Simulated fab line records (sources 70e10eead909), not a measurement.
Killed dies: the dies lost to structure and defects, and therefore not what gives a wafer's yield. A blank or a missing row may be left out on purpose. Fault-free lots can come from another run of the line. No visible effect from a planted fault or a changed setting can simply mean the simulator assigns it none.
Struck lot and sound lot, side by side :: flow nand_harc :: 30 out of 1302 route steps
Sound: these wafers, L311.1, L311.3, L311.5. Wafers L317.1, L317.3, L317.5 were the ones struck. At the end, the cause is stated.
Per side, at each step with rows, come the tool, then ch with its chambers, and then its first start. Under that, the readings that differ: sound wafers :: struck wafers :: difference of the means :: sigmas: that difference in standard deviations of wafers without a fault.
alike: readings with means less than 2 such deviations apart, plus words and numbers identical on both sides. not compared: withheld readings, readings lacking a value on some wafer, bounds such as >300 that could conceal the same value, and numbers that have no deviation in the record and whose values overlap.
The two part at a step that has a row with sigmas, a row that says differs or no value, or rows on one side only. Numbers that have no deviation but don't overlap get no sigmas and don't part them. A reading that every wafer of one side lacks parts them only if that side has two wafers or more.

first, 2 steps without rows for these wafers: NHARC_A_CHANNEL_HOLE_D2_PEB_08 (peb time 65 s); NHARC_A_CHANNEL_HOLE_D2_DEVELOP_09 (develop time 35 s).
NHARC_A_CHANNEL_HOLE_D2_CD_MEAS_10 targets a cd of 100 nm.
  sound on cd_sem-03 ch 0, day 13 19:29; struck on cd_sem-02 ch 0, day 16 12:05
  alike: cd_nm
NHARC_A_CHANNEL_HOLE_D2_OVL_MEAS_11:
  sound on overlay-02, day 13 19:34; struck on overlay-01, day 16 12:10
reading: overlay_y_nm (nm)
sound: -0.6 -0.9 -1.4
struck: 1.5 1.3 1.1
difference: +2.3
sigmas: +3
  alike: overlay_x_nm
NHARC_A_CHANNEL_HOLE_D2_INSPECT_12:
  sound on defect_inspect-02, day 13 19:36; struck on defect_inspect-01, day 16 12:13
  alike: raw_defect_count
then, 1 step without rows for these wafers: NHARC_A_CHANNEL_HOLE_D2_DESCUM_15 (chemistry O2, time 3 s).
NHARC_A_CHANNEL_HOLE_D2_ETCH_38: etches the open film in CF4, target depth 39 nm, time 65 s.
  sound on rie_diel-02 ch 2,3, day 13 19:45; struck on rie_diel-03 ch 1,3, day 16 12:22
  alike: bias_w, cf4_flow_sccm, drypump_motor_current_A, oes_product_au, rf_vpp_V, showerhead_plenum_p_Torr, throttle_valve_pct
  not compared: rf_hours_counter_h
then, 1 step without rows for these wafers: NHARC_A_CHANNEL_HOLE_D2_ETCH_39 (etches the open film in N2/H2, target depth 260 nm, time 325 s).
NHARC_A_CHANNEL_HOLE_D2_ETCH_34: etches the open film in CF4/CHF3, target depth 154 nm, time 77 s.
  sound: rie_diel-02 ch 1,2; struck: rie_diel-03 ch 0,2,3
  alike: bias_w, cf4_flow_sccm, drypump_motor_current_A, oes_product_au, rf_vpp_V, showerhead_plenum_p_Torr, throttle_valve_pct
  not compared: rf_hours_counter_h
then, 1 step without rows for these wafers: NHARC_A_CHANNEL_HOLE_D2_ETCH_16 (etches the open film in O2/COS, target depth 3100 nm, time 806 s).
NHARC_A_CHANNEL_HOLE_D2_CD_MEAS_18:
  sound on cd_sem-01, day 13 20:46; struck on cd_sem-02, day 16 13:22
  alike: cd_nm
then, 1 step without rows for these wafers: NHARC_A_CHANNEL_HOLE_D2_ETCH_19 (etches the open film in C4F8/O2/Ar, time 34.5 s).
NHARC_A_CHANNEL_HOLE_D2_ETCH_20: etches the open film in C4F8/O2/Ar, time 361.9 s, target depth 1600 nm.
  sound on har_etch-02 ch 1, day 13 20:58; struck on har_etch-02 ch 0,1, day 16 15:43
  no value came back on the struck wafers for any of 6 readings (c4f8_flow_sccm (sccm), chamber_pressure_mTorr (mTorr) and others); on the sound wafers c4f8_flow_sccm (sccm) reads 89.36 89.05 88.99
  not compared: rf_hours_counter_h
then, 2 steps without rows for these wafers: NHARC_A_CHANNEL_HOLE_D2_ETCH_21 (etches the open film in C4F8/O2/Ar, time 514.3 s, target depth 1600 nm); NHARC_A_CHANNEL_HOLE_D2_ETCH_22 (etches the open film in C4F8/O2/Ar, time 666.7 s, target depth 1600 nm).
NHARC_A_CHANNEL_HOLE_D2_ETCH_23: etches the open film in C4F8/O2/Ar, time 819 s, target depth 1600 nm.
  sound on har_etch-02 ch 1, day 13 22:17; struck on har_etch-02 ch 0,1, day 16 17:02
  alike: c4f8_flow_sccm, chamber_pressure_mTorr, drypump_motor_current_A, o2_flow_sccm, showerhead_plenum_p_Torr, throttle_valve_pct
  not compared: rf_hours_counter_h
NHARC_A_CHANNEL_HOLE_D2_ETCH_24: etches the open film in C4F8/O2/Ar, time 906.2 s, target depth 1500 nm.
  sound on har_etch-02 ch 1, day 13 22:59; struck on har_etch-02 ch 0,1, day 16 17:44
  alike: c4f8_flow_sccm, chamber_pressure_mTorr, drypump_motor_current_A, o2_flow_sccm, showerhead_plenum_p_Torr, throttle_valve_pct
  not compared: rf_hours_counter_h
then, 1 step without rows for these wafers: NHARC_A_CHANNEL_HOLE_D2_ETCH_25 (etches the open film in C4F8/O2/Ar, time 1040.2 s, target depth 1500 nm).
NHARC_A_CHANNEL_HOLE_D2_ETCH_26: etches the open film in C4F8/O2/Ar, time 224.1 s, target depth 300 nm.
  sound on har_etch-02 ch 1, day 14 00:37; struck on har_etch-02 ch 0,1, day 16 19:23
  alike: bias_v, c4f8_flow_sccm, drypump_motor_current_A, o2_flow_sccm, showerhead_plenum_p_Torr, throttle_valve_pct
  not compared: rf_hours_counter_h
then, 4 steps without rows for these wafers: NHARC_A_CHANNEL_HOLE_D2_ETCH_27 (etches the open film in C4F8/O2/Ar, time 90 s, target depth 400 nm); NHARC_A_CHANNEL_HOLE_D2_STRIP_41 (strips in N2/H2); NHARC_A_CHANNEL_HOLE_D2_STRIP_42 (strips in CF4/CHF3); NHARC_A_CHANNEL_HOLE_D2_STRIP_43 (strips in O2/COS).
NHARC_A_CHANNEL_HOLE_D2_ETCH_44: etches the open film in CF4/O2, target depth 140 nm, overetch 14 nm, time 77 s.
  sound on rie_diel-02 ch 0,1,3, day 14 01:35; struck on rie_diel-02 ch 0,2,3, day 16 20:20
reading: model.A_CHANNEL_HOLE_D2.cd_nm (nm)
sound: 88.69 89.26 90.24
struck: 99.37 96.66 98.55
difference: +8.80
sigmas: 
  alike: bias_w, cf4_flow_sccm, drypump_motor_current_A, o2_flow_sccm, oes_product_au, rf_vpp_V, showerhead_plenum_p_Torr, throttle_valve_pct
  not compared: rf_hours_counter_h
then, 3 steps without rows for these wafers: NHARC_A_CHANNEL_HOLE_D2_STRIP_28 (strips in O2); NHARC_A_CHANNEL_HOLE_D2_PRECLEAN_29 (cleans in SC1); NHARC_A_CHANNEL_HOLE_D2_SRD_30.
NHARC_A_CHANNEL_HOLE_D2_CD_MEAS_31:
  sound on cd_sem-02, day 14 02:23; struck on cd_sem-03, day 16 21:08
reading: cd_nm (nm)
sound: 88.4 89.0 89.9
struck: 0.4 0.7 0.3
difference: -88.6
sigmas: -89
NHARC_A_CHANNEL_HOLE_D2_XSEM_32:
  sound on xsem-02 ch 0, day 14 02:28; struck on xsem-02 ch 0, day 16 21:13
reading: bot_cd_nm (nm)
sound: 73.1 73.8 74.3
struck: 0.3 0.1 0.0
difference: -73.6
sigmas: -74

reading: bow_nm (nm)
sound: 8.8 8.7 8.7
struck: 0.5 0.5 0.5
difference: -8.2
sigmas: -27
  alike: tilt_deg
NHARC_A_CHANNEL_HOLE_D2_INSPECT_40:
  sound on defect_inspect-01, day 14 02:34; struck on defect_inspect-02, day 16 21:19
  alike: raw_defect_count

== WHERE THEY PART ==
Earliest at NHARC_A_CHANNEL_HOLE_D2_OVL_MEAS_11; latest, in this record, at NHARC_A_CHANNEL_HOLE_D2_XSEM_32. Later steps at which nothing parts them and some readings are alike: NHARC_A_CHANNEL_HOLE_D2_INSPECT_40.

WHY: whatever the simulator had introduced
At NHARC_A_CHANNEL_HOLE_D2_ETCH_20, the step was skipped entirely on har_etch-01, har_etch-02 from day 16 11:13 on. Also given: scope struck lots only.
